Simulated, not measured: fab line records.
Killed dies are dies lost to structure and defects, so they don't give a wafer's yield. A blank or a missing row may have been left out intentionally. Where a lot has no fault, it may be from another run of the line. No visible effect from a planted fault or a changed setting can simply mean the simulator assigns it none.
Split-lot experiment    flow n5Finfet    7 lots, 21 wafers read, on a route of 1938 steps

THE SPLIT ITSELF
At N5_BEOL_M9_TRENCH_ETCH_37 (etches SiCOH lowk in C4F6/O2, target depth 151.43 nm, time 49 s), the setting timeS was moved away from the recipe's 49 s on 6 of the 21 wafers read, by -21.1% to +10.8%. This setting was run at the recipe's value on the other wafers.

FROM THE SPLIT TO THE READING: what the file shows between them, 11 steps
- N5_BEOL_M9_ETCH_41: etches SiCN in CH3F/O2, target depth 36.6 nm, time 70.1 s
- N5_BEOL_M9_STRIP_80: strips in N2/H2, time 10 s
- N5_BEOL_M9_OCD_MEAS_38
- N5_BEOL_M9_HM_STRIP_39: strips TiN in peroxide tin strip, target depth 25 nm, time 158 s
- N5_BEOL_M9_SRD_40: time 30 s
- N5_BEOL_M9_ECD_50: material Cu, target thk 318 nm
- N5_BEOL_M9_ANNEAL_51: time 90 s
- N5_BEOL_M9_CMP_52: polishes, stops on SiCOH lowk, t overpolish 7 s, target thk 140 nm
- N5_BEOL_M9_THK_MEAS_53: measures by xrf
- N5_BEOL_M9_PRE_CLEAN_55: time 15 s
- N5_BEOL_M9_DEP_56: deposits SiCN from 3MS/NH3, target thk 15 nm, time 26.5 s

THE READING
M9_RS, in ohm/sq, at N5_BEOL_M9_RS_MEAS_57 (measures by four-point-probe). Typical for fault-free wafers on this fab line: 0.151 ohm/sq, with standard deviation 0.0037 ohm/sq.

wafer   tool, chamber at the split  timeS as run, s  against the recipe  M9_RS, ohm/sq  against lot-mates on the recipe
L080.1  rieDiel-05, 3               49               recipe              0.153          -
L080.2  rieDiel-05, 0               49               recipe              0.150          -
L080.5  rieDiel-05, 2               49               recipe              0.153          -
L081.3  rieDiel-05, 3               49               recipe              0.152          -
L081.4  rieDiel-05, 1               49               recipe              0.155          -
L081.6  rieDiel-05, 2               49               recipe              0.150          -
L084.1  rieDiel-01, 0               54.31            +10.8%              0.136          -0.007
L084.4  rieDiel-01, 3               49               recipe              0.143          -
L084.5  rieDiel-01, 3               54.31            +10.8%              0.128          -0.015
L088.1  rieDiel-01, 3               49               recipe              0.142          -
L088.2  rieDiel-01, 0               49               recipe              0.148          -
L088.3  rieDiel-01, 2               49               recipe              0.150          -
L091.1  rieDiel-05, 3               49               recipe              0.154          -
L091.5  rieDiel-05, 2               49               recipe              0.152          -
L091.6  rieDiel-05, 3               49               recipe              0.156          -
L093.1  rieDiel-05, 1               53.75            +9.7%               0.139          no lot-mate on the recipe
L093.2  rieDiel-05, 0               53.75            +9.7%               0.132          no lot-mate on the recipe
L093.5  rieDiel-05, 2               53.75            +9.7%               0.131          no lot-mate on the recipe
L095.3  rieDiel-05, 1               49               recipe              0.154          -
L095.4  rieDiel-05, 1               49               recipe              0.154          -
L095.6  rieDiel-05, 3               38.65            -21.1%              0.202          +0.048

THE FIT
A straight line over all 21 wafers: M9_RS changes by -0.0021 ohm/sq for each +1% of timeS; r = -0.96; the points scatter about the line by 0.0045 ohm/sq.
The same after taking each lot's own level away (the mean of its wafers on the recipe; 18 wafers): -0.00184 ohm/sq for each +1%; r = -0.94; scatter 0.0043 ohm/sq.
According to that fit, moving timeS by its largest amount changes the reading by 0.039 ohm/sq.
From 0.1430 to 0.1540 ohm/sq: that is the span of the lots' own levels, equal to 3.0 times the standard deviation above.
So the lot-to-lot level changes the slope: the two fits differ.
Check: with one of the wafers moved furthest among these (-21.1%) left out of the fit, the line predicts +0.0214 ohm/sq for it against its lot-mates. Against them it came out at +0.048 ohm/sq.

THE WHOLE CHAIN: every reading that the file lists as answering this split, in the file's order
step                       what it does                                                        reading                                                                      change (the file's fit)               r (the file's)
N5_BEOL_M9_TRENCH_ETCH_37  etches SiCOH lowk in C4F6/O2, target depth 151.43 nm, time 49 s     etch.depthNm (the simulator's own value, which no gauge read)                +1.36 nm for each +1% of the setting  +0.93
N5_BEOL_M9_TRENCH_ETCH_37  etches SiCOH lowk in C4F6/O2, target depth 151.43 nm, time 49 s     BEOL_M9.featureDepthNm (the simulator's own value, which no gauge read)      +1.36 nm for each +1% of the setting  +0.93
N5_BEOL_M9_OCD_MEAS_38                                                                         trenchDepthNm                                                                +1.37 nm for each +1% of the setting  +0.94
N5_BEOL_M9_CMP_52          polishes, stops on SiCOH lowk, t overpolish 7 s, target thk 140 nm  Cu_of_BEOL_M9_ECD_50.thkNm (the simulator's own value, which no gauge read)  +1.31 nm for each +1% of the setting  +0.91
N5_BEOL_M9_THK_MEAS_53     measures by xrf                                                     M9_THK                                                                       +1.38 for each +1% of the setting     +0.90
N5_BEOL_M9_RS_MEAS_57      measures by four-point-probe                                        M9_RS                                                                        -0.00201 for each +1% of the setting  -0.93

FILE'S OWN FIT
M9_RS changes by -0.00201 ohm/sq for each +1% of timeS, r = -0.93.
